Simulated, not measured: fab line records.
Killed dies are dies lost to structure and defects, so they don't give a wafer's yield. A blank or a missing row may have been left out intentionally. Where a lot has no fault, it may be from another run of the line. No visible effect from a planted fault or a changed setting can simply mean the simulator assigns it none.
fab line records	flow nand_harc
record lots=12	wafers=34	last_day=24
route steps=1159 shown A_STAIRCASE@596 END@1159
lots untouched by any fault: they come from a run of this same line in which no faults occurred
start_h: the number of hours between the record's first day and the start of the first shown wafer of the lot	wait_h: how many hours have passed since the lot's step before this one	" the same as in the row above	L1.1+2: several wafers, shown together as one row	- value missing, or start not given	* or withheld: withheld	< > ~ a bound
route shown NAME@n: NAME is a module with steps in the file, n the number in the route of the first one	usual: mean and standard deviation over wafers with no fault	same: alike in all rows	chamber/n: place in a boat	sites: each site's reading	_std_site: standard deviation across them	_edge_site: outer sites' mean less inner sites'	radius_mm: how far each site lies from the wafer's centre	mask NAME#n: copy n	behind: the last tool/chamber to shape the wafer	hold: why the lot was held/for how many hours/how that ended	device: which transistor (n, p or np) failed to switch	end of line: tests run on the same wafers once the route is complete	a step without rows: its recipe alone	killed: dies lost to structure and defects at the first sort, not the wafer's yield	map: a wafer's dies, x killed, . not, _ none there
set.NAME: setting as actually run; set.NAME@STEP: the setting as run at that earlier step	model.NAME: the simulator's own value behind a step, which no gauge read
a sample of lots followed through the steps of the route, with each step as a table and each wafer as a row
services: the hour from which a tool's chamber was out of use, counted from the record's first day as start_h (under 0 if before that day), plus the number of hours and why
## steps
# step NHARC_A_STAIRCASE_TRIM_202
# recipe time_s=211.2	o2_flow_sccm=500	ar_flow_sccm=0	bias_w=0	chemistry=O2
# usual drypump_motor_current_A=5.7/0.52	oes_product_au=1.003/0.0069	rf_vpp_V=57.8/0.91	showerhead_plenum_p_Torr=3.51/0.18	throttle_valve_pct=17.036/0.0082
lot.wafer	tool	chamber	start_h	wait_h	drypump_motor_current_A	oes_product_au	rf_hours_counter_h	rf_vpp_V	showerhead_plenum_p_Torr	throttle_valve_pct
L211.2	rie_diel-01	0	-	-	6.3	1.005	36	56.4	3.30	17.058
L211.3	"	1	"	"	5.7	1.011	37	57.0	3.58	17.044
L211.6	"	3	"	"	6.3	1.011	-	57.2	3.70	17.036
L212.4	rie_diel-12	2	-	-	4.8	1.003	13	57.5	3.30	17.029
L212.3	"	1	"	"	5.2	1.003	16	58.8	3.70	17.021
L212.5	"	3	"	"	5.4	1.003	-	57.9	3.80	17.042
L213.2	rie_diel-01	0	-	-	6.3	1.011	38	57.9	3.30	17.032
L213.6	"	3	"	"	6.3	1.010	-	59.7	3.69	17.036
L213.5	"	0	"	"	6.3	1.005	-	58.0	3.30	17.039
L214.3	rie_diel-12	0	-	-	5.5	0.996	21	58.7	3.80	17.033
L214.5	"	0	"	"	5.5	1.001	-	59.4	3.80	17.042
L214.6	"	1	"	"	5.2	1.006	-	58.5	3.70	17.032
L217.1	rie_diel-10	2	-	-	5.3	1.000	32	56.9	3.35	17.037
L217.6	"	3	"	"	5.0	1.009	-	57.6	3.48	17.040
L217.5	"	0	"	"	5.6	1.004	-	57.5	3.44	17.021
L219.2	rie_diel-01	1	-	-	5.7	1.006	53	59.6	3.57	17.026
L219.4	"	2	"	"	6.7	1.000	52	58.6	3.52	17.038
L219.6	"	1	"	"	5.6	0.997	-	60.0	3.57	17.035
L223.3	rie_diel-12	3	-	-	5.4	1.005	39	59.0	3.79	17.026
L223.2	"	1	"	"	5.2	1.010	39	58.1	3.69	17.044
L223.5	"	3	"	"	5.4	1.008	-	58.6	3.79	17.030
L224.3	rie_diel-10	2	-	-	5.3	0.997	48	56.8	3.34	17.025
L224.2	"	3	"	"	5.0	1.004	40	57.5	3.47	17.043
L224.5	"	2	"	"	5.3	1.000	-	57.3	3.34	17.044
L227.3	rie_diel-01	3	-	-	6.3	1.001	7	58.6	3.68	17.026
L227.1	"	0	"	"	6.4	1.005	8	57.6	3.28	17.046
L229.1	rie_diel-01	2	-	-	6.6	1.002	8	57.0	3.51	17.029
L229.4	"	1	"	"	5.7	1.007	9	58.5	3.56	17.036
L233.2	rie_diel-01	0	-	-	6.3	0.997	19	57.3	3.28	17.035
L233.3	"	2	"	"	6.6	1.007	17	58.4	3.51	17.031
L233.1	"	3	"	"	6.3	1.001	18	56.8	3.67	17.039
L234.3	rie_diel-01	2	-	-	6.6	1.004	29	57.4	3.50	17.042
L234.2	"	3	"	"	6.3	0.993	29	58.4	3.66	17.025
L234.5	"	1	"	"	5.7	1.007	-	57.7	3.55	17.034
# step NHARC_A_STAIRCASE_TRIM_229
# recipe time_s=211.2	o2_flow_sccm=500	ar_flow_sccm=0	bias_w=0	chemistry=O2
# usual drypump_motor_current_A=5.6/0.49	oes_product_au=1.001/0.0067	rf_vpp_V=57.6/0.93	showerhead_plenum_p_Torr=3.49/0.17	throttle_valve_pct=17.037/0.0093
lot.wafer	tool	chamber	start_h	wait_h	drypump_motor_current_A	oes_product_au	rf_hours_counter_h	rf_vpp_V	showerhead_plenum_p_Torr	throttle_valve_pct
L211.3	rie_diel-10	1	254.83	0.1	5.9	1.006	27	56.9	3.34	17.032
L211.2	"	3	"	"	5.0	0.996	22	57.0	3.48	17.044
L211.6	"	0	"	"	5.6	0.997	-	56.3	3.44	17.037
L212.3	rie_diel-01	0	259.04	0.1	6.3	1.003	38	57.3	3.30	17.035
L212.4	"	1	"	"	5.7	1.001	40	57.9	3.58	17.029
L212.5	"	3	"	"	6.3	0.996	-	57.9	3.69	17.029
L213.2	rie_diel-10	0	260.20	0.1	5.6	1.002	31	57.2	3.44	17.029
L213.5	"	0	"	"	5.6	0.999	-	57.2	3.44	17.038
L213.6	"	1	"	"	5.8	1.003	-	58.3	3.34	17.052
L214.3	rie_diel-10	3	268.36	0.2	5.0	0.995	23	58.2	3.48	17.039
L214.6	"	1	"	"	5.9	1.006	-	56.3	3.33	17.030
L214.5	"	2	"	"	5.3	0.994	-	56.3	3.35	17.038
L217.1	rie_diel-10	1	272.35	0.1	5.9	1.001	35	57.2	3.33	17.027
L217.6	"	2	"	"	5.3	0.995	-	58.7	3.35	17.025
L217.5	"	3	"	"	5.0	0.996	-	57.7	3.48	17.035
L219.4	rie_diel-10	2	298.22	0.1	5.3	0.997	42	59.5	3.34	17.039
L219.2	"	0	"	"	5.6	1.012	44	57.4	3.44	17.042
L219.6	"	1	"	"	5.8	1.005	-	56.1	3.33	17.028
L223.2	rie_diel-10	3	320.40	0.1	5.0	1.008	41	56.1	3.47	17.049
L223.3	"	1	"	"	5.9	1.004	52	57.8	3.32	17.041
L223.5	"	3	"	"	5.0	0.994	-	57.3	3.47	17.048
L224.3	rie_diel-10	0	320.85	0.1	5.6	1.005	52	57.1	3.43	17.028
L224.2	"	1	"	"	5.9	1.000	52	56.3	3.32	17.032
L224.5	"	1	"	"	5.8	0.995	-	55.8	3.32	17.024
L227.1	rie_diel-10	0	341.94	0.1	5.6	1.001	61	57.7	3.43	17.046
L227.3	"	3	"	"	5.0	0.998	51	56.3	3.47	17.037
L229.1	rie_diel-10	1	347.10	0.1	5.9	1.006	64	57.7	3.32	17.035
L229.4	"	3	"	"	5.0	0.994	53	57.1	3.47	17.034
L233.1	rie_diel-12	3	364.52	0.1	5.4	1.004	57	58.4	3.77	17.028
L233.3	"	0	"	"	5.6	0.998	61	57.8	3.77	17.042
L233.2	"	2	"	"	4.8	0.981	54	57.9	3.28	17.043
L234.3	rie_diel-12	0	391.55	0.1	5.6	1.001	1	58.5	3.77	17.043
L234.2	"	2	"	"	4.9	0.997	0	59.5	3.81	17.032
L234.5	"	1	"	"	5.2	0.990	-	57.3	3.67	17.043
# step NHARC_A_STAIRCASE_ETCH_232
# recipe target_depth_a=1000	time_s=40.5	ion_energy_ev=400	c4f8_flow_sccm=20	o2_flow_sccm=10	ar_flow_sccm=withheld	rf_w=600	bias_w=1000	chemistry=C4F8/O2
# usual oes_product_au=0.941/0.0081	rf_vpp_V=895/6.1	run_length_s=62.1/0.33
lot.wafer	tool	chamber	start_h	wait_h	oes_product_au	rf_hours_counter_h	rf_vpp_V	run_length_s
L211.2	rie_diel-10	3	255.23	-	0.943	22	894	62.4
L211.3	"	1	"	"	0.943	27	890	62.0
L211.6	"	3	"	"	0.948	-	896	62.1
L212.3	rie_diel-01	2	259.51	-	0.936	39	897	61.3
L212.4	"	3	"	"	0.936	38	902	62.0
L212.5	"	2	"	"	0.937	-	895	61.4
L213.2	rie_diel-10	0	260.69	-	0.947	31	894	62.1
L213.5	"	2	"	"	0.938	-	891	62.4
L213.6	"	0	"	"	0.937	-	893	62.3
L214.3	rie_diel-10	3	269.43	-	0.924	24	895	62.4
L214.6	"	2	"	"	0.936	-	889	62.5
L214.5	"	3	"	"	0.929	-	893	61.8
L217.1	rie_diel-10	3	272.73	-	0.924	25	894	61.9
L217.6	"	0	"	"	0.935	-	891	62.2
L217.5	"	1	"	"	0.944	-	888	62.5
L219.4	rie_diel-10	3	298.62	-	0.936	34	894	62.2
L219.2	"	1	"	"	0.953	45	888	62.1
L219.6	"	0	"	"	0.940	-	892	62.0
L223.3	rie_diel-10	2	320.83	-	0.946	49	890	62.5
L223.2	"	0	"	"	0.935	52	893	62.5
L223.5	"	3	"	"	0.924	-	893	62.0
L224.3	rie_diel-10	3	321.36	-	0.952	41	894	72.5
L224.2	"	0	"	"	0.954	53	892	62.1
L224.5	"	1	"	"	0.950	-	888	62.4
L227.1	rie_diel-10	3	342.41	-	0.941	51	893	62.0
L227.3	"	0	"	"	0.946	62	893	72.6
L229.1	rie_diel-10	0	347.53	-	0.945	64	893	62.2
L229.4	"	2	"	"	0.943	63	889	73.1
L233.3	rie_diel-12	3	364.96	-	0.919	58	905	61.7
L233.2	"	0	"	"	0.934	61	904	61.9
L233.1	"	2	"	"	0.939	54	887	62.1
L234.3	rie_diel-12	2	391.99	-	0.929	1	906	62.5
L234.2	"	3	"	"	0.939	1	906	61.9
L234.5	"	2	"	"	0.945	-	905	62.1
# step NHARC_A_STAIRCASE_TRIM_235
# recipe time_s=211.2	o2_flow_sccm=500	ar_flow_sccm=0	bias_w=0	chemistry=O2
# usual drypump_motor_current_A=5.6/0.51	oes_product_au=1.000/0.0075	rf_vpp_V=57.5/0.89	showerhead_plenum_p_Torr=3.49/0.17	throttle_valve_pct=17.037/0.0096
lot.wafer	tool	chamber	start_h	wait_h	drypump_motor_current_A	oes_product_au	rf_hours_counter_h	rf_vpp_V	showerhead_plenum_p_Torr	throttle_valve_pct
L211.2	rie_diel-10	2	-	-	5.3	0.992	26	57.8	3.35	17.036
L211.3	"	1	"	"	5.9	0.997	27	58.0	3.34	17.041
L211.6	"	3	"	"	5.0	0.983	-	56.0	3.48	17.038
L212.3	rie_diel-01	1	-	-	5.7	1.000	40	58.4	3.58	17.029
L212.4	"	3	"	"	6.2	1.004	38	58.0	3.69	17.033
L212.5	"	0	"	"	6.3	1.005	-	57.2	3.30	17.031
L213.2	rie_diel-10	2	-	-	5.3	0.998	28	57.5	3.35	17.039
L213.6	"	2	"	"	5.3	1.016	-	57.5	3.35	17.040
L213.5	"	0	"	"	5.6	1.009	-	58.2	3.44	17.041
L214.3	rie_diel-10	1	-	-	5.9	1.003	34	56.6	3.33	17.024
L214.6	"	2	"	"	5.3	1.006	-	57.0	3.35	17.039
L214.5	"	3	"	"	5.0	1.005	-	57.3	3.48	17.015
L217.1	rie_diel-10	2	-	-	5.3	0.994	34	55.8	3.35	17.033
L217.6	"	0	"	"	5.6	0.989	-	56.8	3.44	17.046
L217.5	"	1	"	"	5.9	0.991	-	57.7	3.33	17.047
L219.4	rie_diel-10	2	-	-	5.3	0.990	43	57.7	3.34	17.046
L219.2	"	3	"	"	5.0	0.995	34	56.1	3.48	17.044
L219.6	"	3	"	"	5.0	1.002	-	57.0	3.48	17.027
L223.2	rie_diel-10	0	-	-	5.6	1.009	53	57.8	3.43	17.041
L223.3	"	1	"	"	5.9	0.995	53	56.4	3.32	17.033
L223.5	"	3	"	"	5.0	0.995	-	58.2	3.47	17.030
L224.3	rie_diel-10	2	-	-	5.3	0.980	50	56.7	3.34	17.046
L224.2	"	1	"	"	5.9	0.992	53	56.0	3.32	17.047
L224.5	"	2	"	"	5.3	0.997	-	57.7	3.34	17.039
L227.3	rie_diel-10	3	-	-	5.0	1.000	52	58.9	3.47	17.032
L227.1	"	1	"	"	5.8	1.006	63	56.4	3.32	17.049
L229.4	rie_diel-10	0	-	-	5.6	1.005	64	57.8	3.42	17.041
L229.1	"	3	"	"	5.0	0.998	53	56.3	3.46	17.040
L233.1	rie_diel-12	2	-	-	4.8	0.999	55	57.1	3.28	17.024
L233.3	"	3	"	"	5.4	1.004	58	58.6	3.77	17.052
L233.2	"	0	"	"	5.5	0.991	61	57.2	3.77	17.041
L234.3	rie_diel-12	2	-	-	4.8	1.004	1	58.3	3.81	17.048
L234.2	"	0	"	"	5.6	1.007	1	58.4	3.77	17.058
L234.5	"	2	"	"	4.9	1.002	-	58.2	3.81	17.019
# step NHARC_END_SORT_01
# recipe temp_c=25
# usual killed_at_array=24/7.4	killed_at_other=0.5/0.81	killed_at_periphery=3.4/2.3	killed_dies=28/8	killed_open=3.4/1.8	killed_short=2.0/1.4
# same gross_dies=677
lot.wafer	tool	chamber	start_h	wait_h	killed_at_array	killed_at_other	killed_at_periphery	killed_dies	killed_open	killed_short
L224.2	prober-01	0	517.97	2.8	24	0	7	31	5	2
L224.3	prober-01	0	518.77	3.1	586	0	2	588	6	2
L224.5	prober-01	0	520.38	3.7	27	0	2	29	5	1
L227.1	prober-02	0	538.34	2.5	26	0	5	31	5	1
L227.3	prober-02	0	539.95	3.1	541	0	5	546	1	3
L229.1	prober-02	0	555.78	2.5	15	1	6	22	2	2
L229.4	prober-02	0	558.21	3.4	581	3	3	587	3	2
# killed by level:class
L224.2 A_CHANNEL_HOLE_D1:chamber_film_flake=8 A_CONTACT:chamber_film_flake=8 P_ZERO_WELL:chamber_film_flake=5 A_STAIRCASE:chamber_film_flake=3 P_CONTACT:geometric_particle:open=2 A_ONON_D1:geometric_particle:open=1 A_CHANNEL_FILL_D1:geometric_particle:short=1 A_WL_FILL:geometric_particle:open=1
L224.3 A_STAIRCASE:area_etch=563 A_CHANNEL_HOLE_D1:chamber_film_flake=6 A_CONTACT:chamber_film_flake=6 A_STAIRCASE:chamber_film_flake=3 P_M0:geometric_particle:short=1 A_ONON_D1:geometric_particle:open=1 A_STAIRCASE:geometric_particle:open=1 A_CHANNEL_FILL_D1:geometric_particle:open=1
L224.5 A_CHANNEL_HOLE_D1:chamber_film_flake=18 A_CONTACT:chamber_film_flake=3 A_CONTACT:geometric_particle:open=2 P_GATE:chamber_film_flake=2 A_CHANNEL_FILL_D1:geometric_particle:open=1 A_SGD_CUT:geometric_particle:open=1 A_WL_FILL:geometric_particle:short=1 A_M0:geometric_particle:open=1
L227.1 A_SLIT:chamber_film_flake=9 A_STAIRCASE:chamber_film_flake=4 A_CONTACT:chamber_film_flake=4 P_GATE:chamber_film_flake=3 A_CONTACT:geometric_particle:open=2 A_BLC:geometric_particle:open=2 A_CHANNEL_HOLE_D1:chamber_film_flake=2 A_M1:chamber_film_flake=2
L227.3 A_STAIRCASE:area_etch=513 A_SLIT:chamber_film_flake=13 A_STAIRCASE:chamber_film_flake=5 P_GATE:chamber_film_flake=4 A_CHANNEL_HOLE_D1:chamber_film_flake=3 A_CONTACT:chamber_film_flake=2 A_ONON_D1:geometric_particle:short=1 A_CHANNEL_FILL_D1:geometric_particle:short=1
L229.1 A_CHANNEL_HOLE_D1:chamber_film_flake=8 P_GATE:chamber_film_flake=5 A_CONTACT:chamber_film_flake=2 A_STAIRCASE:chamber_film_flake=2 P_M2:geometric_particle:open=1 A_ONON_D1:geometric_particle:open=1 A_ONON_D1:geometric_particle:short=1 A_SLIT:geometric_particle:short=1
L229.4 A_STAIRCASE:area_etch=555 A_CHANNEL_HOLE_D1:chamber_film_flake=8 A_CONTACT:chamber_film_flake=6 A_STAIRCASE:chamber_film_flake=5 THIN_TSV:chamber_film_flake=3 P_GATE:chamber_film_flake=2 P_CONTACT:geometric_particle:open=1 A_ONON_D1:geometric_particle:open=1
## services
tool	chamber	start_h	hours	kind
rie_diel-10	0	235.21	-	clean
rie_diel-10	1	235.21	-	clean
rie_diel-10	2	235.21	-	clean
rie_diel-10	3	235.21	-	clean
rie_diel-10	0	259.71	-	clean
rie_diel-10	1	259.71	-	clean
rie_diel-10	2	259.71	-	clean
rie_diel-10	3	259.71	-	clean
rie_diel-10	0	284.21	-	clean
rie_diel-10	1	284.21	-	clean
rie_diel-10	2	284.21	-	clean
rie_diel-10	3	284.21	-	clean
rie_diel-12	2	285.43	4.8	repair
rie_diel-10	0	308.71	-	clean
rie_diel-10	1	308.71	-	clean
rie_diel-10	2	308.71	-	clean
rie_diel-10	3	308.71	-	clean
rie_diel-01	-	314.99	9.0	pm
rie_diel-10	0	333.22	-	clean
rie_diel-12	3	334.04	1.7	repair
rie_diel-10	-	354.21	9.0	pm
rie_diel-10	0	368.20	1.4	repair
rie_diel-01	-	370.63	0.4	repair
rie_diel-12	-	379.62	9.0	pm
## key
first_sign step=NHARC_A_STAIRCASE_ETCH_232	reading=run_length_s	direction=up	sigmas=32	usual=*	struck=*
effect step=NHARC_END_SORT_01	reading=killed_at_array	direction=up	sigmas=74	usual=24	struck=569
more_kills_born_at NHARC_A_STAIRCASE_ETCH_232@rie_diel-10=1631
met_at NHARC_A_STAIRCASE_ETCH_232
struck_lots L224,L227,L229
struck_wafers L224.3,L227.3,L229.4
later_rows_left_out L224.3,L227.3,L229.4
tester_left_out L224,L227,L229
not_acting_at NHARC_A_STAIRCASE_TRIM_202,NHARC_A_STAIRCASE_TRIM_229,NHARC_A_STAIRCASE_TRIM_235
onset_between 320.83 321.36
fault kind=process_parameter_drift	tool=rie_diel-10	chamber=-	onset_h=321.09	steps=NHARC_A_STAIRCASE_ETCH_232	channel=time_s	offset=*	shape=step	end_h=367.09	scope=struck_wafers_only	acts_in=*	stated=*
# tester_left_out: of these lots the tester's yield and bins aren't shown, on N5 and GAA mostly nor the transistor test; their killed dies are dies lost to structure and defects alone, not to doping, threshold or leakage, so they don't give the yield
# later_rows_left_out: the simulator's readings of these wafers behind a module that went badly wrong aren't trusted and aren't shown, but for the sort
